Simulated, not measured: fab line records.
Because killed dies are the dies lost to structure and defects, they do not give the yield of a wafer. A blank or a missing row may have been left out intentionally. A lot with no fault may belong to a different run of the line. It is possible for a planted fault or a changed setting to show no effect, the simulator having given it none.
fab line records :: flow n5-finfet
[record]
  lots = 7
  wafers = 39
route steps=1938 shown DUMMY_GATE@237 HKMG_FIN@434
start-h: hours from the record's first day to the start of the lot's first wafer shown :: wait-h: hours from the lot's prior step to this one :: " the same as in the row above :: L1.1+2: a row that stands for several wafers :: - no value, or no start was given :: * or withheld: withheld :: < > ~ a bound
route shown NAME@n: a module of which the file shows steps, and the number in the route of the first :: usual: average and standard deviation across the fault-free wafers :: same: alike in all rows :: chamber/n: place in a boat :: sites: the reading at each site :: _std_site: the values' standard deviation :: _edge_site: outer sites' mean less inner sites' :: radius-mm: for every site, how far away it sits from the centre of the wafer :: mask NAME#n: copy n :: behind: the most recent tool/chamber to have shaped the wafer :: hold: reason for holding the lot/hours on hold/outcome of the hold :: device: names the non-switching transistor (n, p or np) :: end of line: the tests these same wafers got at the end of their route :: step lacking rows: just its recipe :: killed: count of dies lost to structure and defects at first sort (not the wafer's yield) :: map: per-die view of a wafer (x killed, . not killed, _ where there is no die)
set.NAME: the setting as run; set.NAME@STEP: as run at that earlier step :: model.NAME: the simulator's own value behind a step, which no gauge read
one table per step and one row per wafer, for lots whose settings were changed on purpose
[[steps]]
[step N5_DUMMY_GATE_ETCH_37]
[recipe]
  chemistry = N2/H2
  target = SOC
  target-depth-a = 600
  overetch-a = 300
  temp-c = 40
  ion-energy-ev = 200
  pressure-mtorr = 30
  source-w = 840
  bias-w = 150
  n2-flow-sccm = 200
  h2-flow-sccm = 200
[usual]
  rf-vpp-V = 524.3/2.4
lot.wafer: L074.1
tool: rie-diel-05
chamber: 1
start-h: 45.46
wait-h: 0.0
set.source-w: 940.1
rf-vpp-V: 505.8

lot.wafer: L074.2
tool: rie-diel-05
chamber: 0
start-h: 45.46
wait-h: 0.0
set.source-w: 840
rf-vpp-V: 522.1

lot.wafer: L074.3
tool: rie-diel-05
chamber: 3
start-h: 45.46
wait-h: 0.0
set.source-w: 940.1
rf-vpp-V: 507.9

lot.wafer: L074.4
tool: rie-diel-05
chamber: 2
start-h: 45.46
wait-h: 0.0
set.source-w: 840
rf-vpp-V: 524.7

lot.wafer: L074.5
tool: rie-diel-05
chamber: 2
start-h: 45.46
wait-h: 0.0
set.source-w: 840
rf-vpp-V: 524.9

lot.wafer: L074.6
tool: rie-diel-05
chamber: 1
start-h: 45.46
wait-h: 0.0
set.source-w: 940.1
rf-vpp-V: 507.3

lot.wafer: L076.1
tool: rie-diel-02
chamber: 0
start-h: 57.72
wait-h: 0.0
set.source-w: 788.7
rf-vpp-V: 538.2

lot.wafer: L076.2
tool: rie-diel-02
chamber: 1
start-h: 57.72
wait-h: 0.0
set.source-w: 840
rf-vpp-V: 525.8

lot.wafer: L076.3
tool: rie-diel-02
chamber: 2
start-h: 57.72
wait-h: 0.0
set.source-w: 840
rf-vpp-V: 519.5

lot.wafer: L076.4
tool: rie-diel-02
chamber: 3
start-h: 57.72
wait-h: 0.0
set.source-w: 788.7
rf-vpp-V: 537.0

lot.wafer: L076.5
tool: rie-diel-02
chamber: 1
start-h: 57.72
wait-h: 0.0
set.source-w: 840
rf-vpp-V: 525.6

lot.wafer: L076.6
tool: rie-diel-02
chamber: 0
start-h: 57.72
wait-h: 0.0
set.source-w: 788.7
rf-vpp-V: 537.3

lot.wafer: L083.1
tool: rie-diel-05
chamber: 3
start-h: 101.65
wait-h: 0.0
set.source-w: 840
rf-vpp-V: 526.8

lot.wafer: L083.2
tool: rie-diel-05
chamber: 1
start-h: 101.65
wait-h: 0.0
set.source-w: 973.1
rf-vpp-V: 499.9

lot.wafer: L083.3
tool: rie-diel-05
chamber: 0
start-h: 101.65
wait-h: 0.0
set.source-w: 840
rf-vpp-V: 521.9

lot.wafer: L083.4
tool: rie-diel-05
chamber: 2
start-h: 101.65
wait-h: 0.0
set.source-w: 840
rf-vpp-V: 523.8

lot.wafer: L083.5
tool: rie-diel-05
chamber: 3
start-h: 101.65
wait-h: 0.0
set.source-w: 973.1
rf-vpp-V: 502.5

lot.wafer: L083.6
tool: rie-diel-05
chamber: 0
start-h: 101.65
wait-h: 0.0
set.source-w: 973.1
rf-vpp-V: 495.7

lot.wafer: L086.2
tool: rie-diel-03
chamber: 2
start-h: 118.67
wait-h: 0.0
set.source-w: 840
rf-vpp-V: 525.7

lot.wafer: L086.5
tool: rie-diel-03
chamber: 1
start-h: 118.67
wait-h: 0.0
set.source-w: 840
rf-vpp-V: 525.2

lot.wafer: L086.6
tool: rie-diel-03
chamber: 2
start-h: 118.67
wait-h: 0.0
set.source-w: 840
rf-vpp-V: 523.7

lot.wafer: L088.1
tool: rie-diel-02
chamber: 0
start-h: 130.66
wait-h: 0.0
set.source-w: 744
rf-vpp-V: 548.3

lot.wafer: L088.2
tool: rie-diel-02
chamber: 2
start-h: 130.66
wait-h: 0.0
set.source-w: 744
rf-vpp-V: 543.1

lot.wafer: L088.3
tool: rie-diel-02
chamber: 1
start-h: 130.66
wait-h: 0.0
set.source-w: 840
rf-vpp-V: 525.2

lot.wafer: L088.4
tool: rie-diel-02
chamber: 3
start-h: 130.66
wait-h: 0.0
set.source-w: 840
rf-vpp-V: 525.8

lot.wafer: L088.5
tool: rie-diel-02
chamber: 2
start-h: 130.66
wait-h: 0.0
set.source-w: 744
rf-vpp-V: 541.9

lot.wafer: L088.6
tool: rie-diel-02
chamber: 3
start-h: 130.66
wait-h: 0.0
set.source-w: 840
rf-vpp-V: 525.0

lot.wafer: L091.1
tool: rie-diel-05
chamber: 0
start-h: 148.42
wait-h: 0.0
set.source-w: 938.2
rf-vpp-V: 502.3

lot.wafer: L091.2
tool: rie-diel-05
chamber: 3
start-h: 148.42
wait-h: 0.0
set.source-w: 840
rf-vpp-V: 527.9

lot.wafer: L091.3
tool: rie-diel-05
chamber: 1
start-h: 148.42
wait-h: 0.0
set.source-w: 938.2
rf-vpp-V: 507.2

lot.wafer: L091.4
tool: rie-diel-05
chamber: 2
start-h: 148.42
wait-h: 0.0
set.source-w: 938.2
rf-vpp-V: 505.0

lot.wafer: L091.5
tool: rie-diel-05
chamber: 2
start-h: 148.42
wait-h: 0.0
set.source-w: 840
rf-vpp-V: 525.4

lot.wafer: L091.6
tool: rie-diel-05
chamber: 1
start-h: 148.42
wait-h: 0.0
set.source-w: 840
rf-vpp-V: 525.2

lot.wafer: L092.1
tool: rie-diel-02
chamber: 1
start-h: 155.03
wait-h: 0.0
set.source-w: 840
rf-vpp-V: 524.8

lot.wafer: L092.2
tool: rie-diel-02
chamber: 0
start-h: 155.03
wait-h: 0.0
set.source-w: 784.7
rf-vpp-V: 537.8

lot.wafer: L092.3
tool: rie-diel-02
chamber: 2
start-h: 155.03
wait-h: 0.0
set.source-w: 784.7
rf-vpp-V: 533.3

lot.wafer: L092.4
tool: rie-diel-02
chamber: 3
start-h: 155.03
wait-h: 0.0
set.source-w: 784.7
rf-vpp-V: 538.4

lot.wafer: L092.5
tool: rie-diel-02
chamber: 1
start-h: 155.03
wait-h: 0.0
set.source-w: 840
rf-vpp-V: 524.9

lot.wafer: L092.6
tool: rie-diel-02
chamber: 2
start-h: 155.03
wait-h: 0.0
set.source-w: 840
rf-vpp-V: 519.1
[step N5_DUMMY_GATE_ETCH_31]
[recipe]
  chemistry = C4F6/O2
  target = SiO2
  mask-material = SOC
  target-depth-a = 825
  time-s = 27.5
  ion-energy-ev = 250
  pressure-mtorr = 30
  source-w = 345
  bias-w = 185
  Ar_flow_sccm = 300
  C4F6_flow_sccm = 10
  O2_flow_sccm = 10
lot.wafer: L074.1
tool: rie-diel-02
chamber: 2
start-h: 45.83
wait-h: 0.1
set.target-depth-a: 735.3
model.etch.depth-nm: 71.66

lot.wafer: L074.2
tool: rie-diel-02
chamber: 0
start-h: 45.83
wait-h: 0.1
set.target-depth-a: 825
model.etch.depth-nm: 81.62

lot.wafer: L074.3
tool: rie-diel-02
chamber: 3
start-h: 45.83
wait-h: 0.1
set.target-depth-a: 825
model.etch.depth-nm: 80.58

lot.wafer: L074.4
tool: rie-diel-02
chamber: 1
start-h: 45.83
wait-h: 0.1
set.target-depth-a: 735.3
model.etch.depth-nm: 74.65

lot.wafer: L074.5
tool: rie-diel-02
chamber: 1
start-h: 45.83
wait-h: 0.1
set.target-depth-a: 825
model.etch.depth-nm: 83.76

lot.wafer: L074.6
tool: rie-diel-02
chamber: 0
start-h: 45.83
wait-h: 0.1
set.target-depth-a: 735.3
model.etch.depth-nm: 72.63

lot.wafer: L076.1
tool: rie-diel-02
chamber: 1
start-h: 58.02
wait-h: 0.0
set.target-depth-a: 747.5
model.etch.depth-nm: 74.63

lot.wafer: L076.2
tool: rie-diel-02
chamber: 2
start-h: 58.02
wait-h: 0.0
set.target-depth-a: 825
model.etch.depth-nm: 78.56

lot.wafer: L076.3
tool: rie-diel-02
chamber: 0
start-h: 58.02
wait-h: 0.0
set.target-depth-a: 747.5
model.etch.depth-nm: 73.83

lot.wafer: L076.4
tool: rie-diel-02
chamber: 3
start-h: 58.02
wait-h: 0.0
set.target-depth-a: 747.5
model.etch.depth-nm: 71.83

lot.wafer: L076.5
tool: rie-diel-02
chamber: 1
start-h: 58.02
wait-h: 0.0
set.target-depth-a: 825
model.etch.depth-nm: 83.05

lot.wafer: L076.6
tool: rie-diel-02
chamber: 2
start-h: 58.02
wait-h: 0.0
set.target-depth-a: 825
model.etch.depth-nm: 79.19

lot.wafer: L083.1
tool: rie-diel-05
chamber: 2
start-h: 102.03
wait-h: 0.1
set.target-depth-a: 738.4
model.etch.depth-nm: 72.38

lot.wafer: L083.2
tool: rie-diel-05
chamber: 3
start-h: 102.03
wait-h: 0.1
set.target-depth-a: 825
model.etch.depth-nm: 81.29

lot.wafer: L083.3
tool: rie-diel-05
chamber: 0
start-h: 102.03
wait-h: 0.1
set.target-depth-a: 825
model.etch.depth-nm: 81.12

lot.wafer: L083.4
tool: rie-diel-05
chamber: 1
start-h: 102.03
wait-h: 0.1
set.target-depth-a: 738.4
model.etch.depth-nm: 72.41

lot.wafer: L083.5
tool: rie-diel-05
chamber: 1
start-h: 102.03
wait-h: 0.1
set.target-depth-a: 738.4
model.etch.depth-nm: 72.59

lot.wafer: L083.6
tool: rie-diel-05
chamber: 2
start-h: 102.03
wait-h: 0.1
set.target-depth-a: 825
model.etch.depth-nm: 81.79

lot.wafer: L086.2
tool: rie-diel-05
chamber: 0
start-h: 118.95
wait-h: 0.0
set.target-depth-a: 825
model.etch.depth-nm: 80.69

lot.wafer: L086.5
tool: rie-diel-05
chamber: 0
start-h: 118.95
wait-h: 0.0
set.target-depth-a: 825
model.etch.depth-nm: 80.86

lot.wafer: L086.6
tool: rie-diel-05
chamber: 3
start-h: 118.95
wait-h: 0.0
set.target-depth-a: 825
model.etch.depth-nm: 80.39

lot.wafer: L088.1
tool: rie-diel-03
chamber: 2
start-h: 130.96
wait-h: 0.0
set.target-depth-a: 719
model.etch.depth-nm: 68.88

lot.wafer: L088.2
tool: rie-diel-03
chamber: 3
start-h: 130.96
wait-h: 0.0
set.target-depth-a: 825
model.etch.depth-nm: 80.67

lot.wafer: L088.3
tool: rie-diel-03
chamber: 1
start-h: 130.96
wait-h: 0.0
set.target-depth-a: 825
model.etch.depth-nm: 87.47

lot.wafer: L088.4
tool: rie-diel-03
chamber: 2
start-h: 130.96
wait-h: 0.0
set.target-depth-a: 719
model.etch.depth-nm: 69.4

lot.wafer: L088.5
tool: rie-diel-03
chamber: 1
start-h: 130.96
wait-h: 0.0
set.target-depth-a: 719
model.etch.depth-nm: 76.05

lot.wafer: L088.6
tool: rie-diel-03
chamber: 3
start-h: 130.96
wait-h: 0.0
set.target-depth-a: 825
model.etch.depth-nm: 80.64

lot.wafer: L091.1
tool: rie-diel-02
chamber: 1
start-h: 148.82
wait-h: 0.2
set.target-depth-a: 825
model.etch.depth-nm: 81.83

lot.wafer: L091.2
tool: rie-diel-02
chamber: 3
start-h: 148.82
wait-h: 0.2
set.target-depth-a: 825
model.etch.depth-nm: 80.31

lot.wafer: L091.3
tool: rie-diel-02
chamber: 2
start-h: 148.82
wait-h: 0.2
set.target-depth-a: 825
model.etch.depth-nm: 79.63

lot.wafer: L091.4
tool: rie-diel-02
chamber: 0
start-h: 148.82
wait-h: 0.2
set.target-depth-a: 825
model.etch.depth-nm: 80.64

lot.wafer: L091.5
tool: rie-diel-02
chamber: 2
start-h: 148.82
wait-h: 0.2
set.target-depth-a: 825
model.etch.depth-nm: 79.31

lot.wafer: L091.6
tool: rie-diel-02
chamber: 1
start-h: 148.82
wait-h: 0.2
set.target-depth-a: 825
model.etch.depth-nm: 82.12

lot.wafer: L092.1
tool: rie-diel-03
chamber: 0
start-h: 155.49
wait-h: 0.0
set.target-depth-a: 825
model.etch.depth-nm: 85.71

lot.wafer: L092.2
tool: rie-diel-03
chamber: 1
start-h: 155.49
wait-h: 0.0
set.target-depth-a: 825
model.etch.depth-nm: 87.74

lot.wafer: L092.3
tool: rie-diel-03
chamber: 3
start-h: 155.49
wait-h: 0.0
set.target-depth-a: 825
model.etch.depth-nm: 80.84

lot.wafer: L092.4
tool: rie-diel-03
chamber: 3
start-h: 155.49
wait-h: 0.0
set.target-depth-a: 825
model.etch.depth-nm: 81.59

lot.wafer: L092.5
tool: rie-diel-03
chamber: 0
start-h: 155.49
wait-h: 0.0
set.target-depth-a: 825
model.etch.depth-nm: 86.03

lot.wafer: L092.6
tool: rie-diel-03
chamber: 1
start-h: 155.49
wait-h: 0.0
set.target-depth-a: 825
model.etch.depth-nm: 86.99
[step N5_HKMG_FIN_ETCH_31]
[recipe]
  chemistry = CF4
  target = SiARC
  target-depth-a = 455
  mask-material = CAR-ArF
  time-s = 75.8
  ion-energy-ev = 80
  pressure-mtorr = 40
  source-w = 545
  bias-w = 36
  Ar_flow_sccm = 100
  cf4-flow-sccm = 100
  ends = cleared
[usual]
  rf-vpp-V = 184.1/1.1
lot.wafer: L074.1
tool: rie-diel-04
chamber: 3
start-h: 74.43
wait-h: 0.0
set.bias-w: 38.81
rf-vpp-V: 191.3

lot.wafer: L074.2
tool: rie-diel-04
chamber: 0
start-h: 74.43
wait-h: 0.0
set.bias-w: 38.81
rf-vpp-V: 192.3

lot.wafer: L074.3
tool: rie-diel-04
chamber: 1
start-h: 74.43
wait-h: 0.0
set.bias-w: 36
rf-vpp-V: 184.9

lot.wafer: L074.4
tool: rie-diel-04
chamber: 2
start-h: 74.43
wait-h: 0.0
set.bias-w: 36
rf-vpp-V: 184.0

lot.wafer: L074.5
tool: rie-diel-04
chamber: 3
start-h: 74.43
wait-h: 0.0
set.bias-w: 36
rf-vpp-V: 182.8

lot.wafer: L074.6
tool: rie-diel-04
chamber: 0
start-h: 74.43
wait-h: 0.0
set.bias-w: 38.81
rf-vpp-V: 193.4

lot.wafer: L076.1
tool: rie-diel-04
chamber: 2
start-h: 85.03
wait-h: 0.0
set.bias-w: 30.33
rf-vpp-V: 165.0

lot.wafer: L076.2
tool: rie-diel-04
chamber: 3
start-h: 85.03
wait-h: 0.0
set.bias-w: 36
rf-vpp-V: 182.6

lot.wafer: L076.3
tool: rie-diel-04
chamber: 1
start-h: 85.03
wait-h: 0.0
set.bias-w: 30.33
rf-vpp-V: 165.0

lot.wafer: L076.4
tool: rie-diel-04
chamber: 0
start-h: 85.03
wait-h: 0.0
set.bias-w: 36
rf-vpp-V: 183.3

lot.wafer: L076.5
tool: rie-diel-04
chamber: 2
start-h: 85.03
wait-h: 0.0
set.bias-w: 30.33
rf-vpp-V: 165.4

lot.wafer: L076.6
tool: rie-diel-04
chamber: 1
start-h: 85.03
wait-h: 0.0
set.bias-w: 36
rf-vpp-V: 183.9

lot.wafer: L083.1
tool: rie-diel-06
chamber: 2
start-h: 130.75
wait-h: 0.0
set.bias-w: 39.96
rf-vpp-V: 196.2

lot.wafer: L083.2
tool: rie-diel-06
chamber: 1
start-h: 130.75
wait-h: 0.0
set.bias-w: 36
rf-vpp-V: 185.4

lot.wafer: L083.3
tool: rie-diel-06
chamber: 0
start-h: 130.75
wait-h: 0.0
set.bias-w: 36
rf-vpp-V: 184.4

lot.wafer: L083.4
tool: rie-diel-06
chamber: 3
start-h: 130.75
wait-h: 0.0
set.bias-w: 39.96
rf-vpp-V: 197.3

lot.wafer: L083.5
tool: rie-diel-06
chamber: 3
start-h: 130.75
wait-h: 0.0
set.bias-w: 36
rf-vpp-V: 184.7

lot.wafer: L083.6
tool: rie-diel-06
chamber: 0
start-h: 130.75
wait-h: 0.0
set.bias-w: 39.96
rf-vpp-V: 198.3

lot.wafer: L086.2
tool: rie-diel-06
chamber: 0
start-h: 146.12
wait-h: 0.0
set.bias-w: 36
rf-vpp-V: 184.6

lot.wafer: L086.5
tool: rie-diel-06
chamber: 2
start-h: 146.12
wait-h: 0.0
set.bias-w: 36
rf-vpp-V: 185.5

lot.wafer: L086.6
tool: rie-diel-06
chamber: 3
start-h: 146.12
wait-h: 0.0
set.bias-w: 36
rf-vpp-V: 185.4

lot.wafer: L088.1
tool: rie-diel-01
chamber: 0
start-h: 160.24
wait-h: 0.0
set.bias-w: 31.55
rf-vpp-V: 171.4

lot.wafer: L088.2
tool: rie-diel-01
chamber: 1
start-h: 160.24
wait-h: 0.0
set.bias-w: 36
rf-vpp-V: 183.5

lot.wafer: L088.3
tool: rie-diel-01
chamber: 3
start-h: 160.24
wait-h: 0.0
set.bias-w: 31.55
rf-vpp-V: 168.5

lot.wafer: L088.4
tool: rie-diel-01
chamber: 0
start-h: 160.24
wait-h: 0.0
set.bias-w: 36
rf-vpp-V: 185.2

lot.wafer: L088.5
tool: rie-diel-01
chamber: 3
start-h: 160.24
wait-h: 0.0
set.bias-w: 31.55
rf-vpp-V: 169.5

lot.wafer: L088.6
tool: rie-diel-01
chamber: 1
start-h: 160.24
wait-h: 0.0
set.bias-w: 36
rf-vpp-V: 182.8

lot.wafer: L091.1
tool: rie-diel-01
chamber: 2
start-h: 176.97
wait-h: 0.0
set.bias-w: 36
rf-vpp-V: 183.1

lot.wafer: L091.2
tool: rie-diel-01
chamber: 3
start-h: 176.97
wait-h: 0.0
set.bias-w: 39.51
rf-vpp-V: 195.8

lot.wafer: L091.3
tool: rie-diel-01
chamber: 0
start-h: 176.97
wait-h: 0.0
set.bias-w: 36
rf-vpp-V: 184.1

lot.wafer: L091.4
tool: rie-diel-01
chamber: 2
start-h: 176.97
wait-h: 0.0
set.bias-w: 39.51
rf-vpp-V: 195.3

lot.wafer: L091.5
tool: rie-diel-01
chamber: 0
start-h: 176.97
wait-h: 0.0
set.bias-w: 39.51
rf-vpp-V: 196.6

lot.wafer: L091.6
tool: rie-diel-01
chamber: 3
start-h: 176.97
wait-h: 0.0
set.bias-w: 36
rf-vpp-V: 183.6

lot.wafer: L092.1
tool: rie-diel-04
chamber: 0
start-h: 183.49
wait-h: 0.0
set.bias-w: 36
rf-vpp-V: 184.2

lot.wafer: L092.2
tool: rie-diel-04
chamber: 1
start-h: 183.49
wait-h: 0.0
set.bias-w: 30.7
rf-vpp-V: 166.1

lot.wafer: L092.3
tool: rie-diel-04
chamber: 2
start-h: 183.49
wait-h: 0.0
set.bias-w: 36
rf-vpp-V: 185.2

lot.wafer: L092.4
tool: rie-diel-04
chamber: 3
start-h: 183.49
wait-h: 0.0
set.bias-w: 36
rf-vpp-V: 183.3

lot.wafer: L092.5
tool: rie-diel-04
chamber: 0
start-h: 183.49
wait-h: 0.0
set.bias-w: 30.7
rf-vpp-V: 165.6

lot.wafer: L092.6
tool: rie-diel-04
chamber: 3
start-h: 183.49
wait-h: 0.0
set.bias-w: 30.7
rf-vpp-V: 165.1
[[key]]
[split]
  step = N5_DUMMY_GATE_ETCH_37
  setting = source-w
  stated = 840
  by = wafer
[response]
  step = N5_DUMMY_GATE_ETCH_37
  reading = rf-vpp-V
  change = -1.67
  per = 1%
  r = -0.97
[split]
  step = N5_DUMMY_GATE_ETCH_31
  setting = target-depth-a
  stated = 825
  by = wafer
[response]
  step = N5_DUMMY_GATE_ETCH_31
  reading = model.etch.depth-nm
  change = +0.838
  per = 1%
  r = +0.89
[split]
  step = N5_HKMG_FIN_ETCH_31
  setting = bias-w
  stated = 36
  by = wafer
[response]
  step = N5_HKMG_FIN_ETCH_31
  reading = rf-vpp-V
  change = +1.18
  per = 1%
  r = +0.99
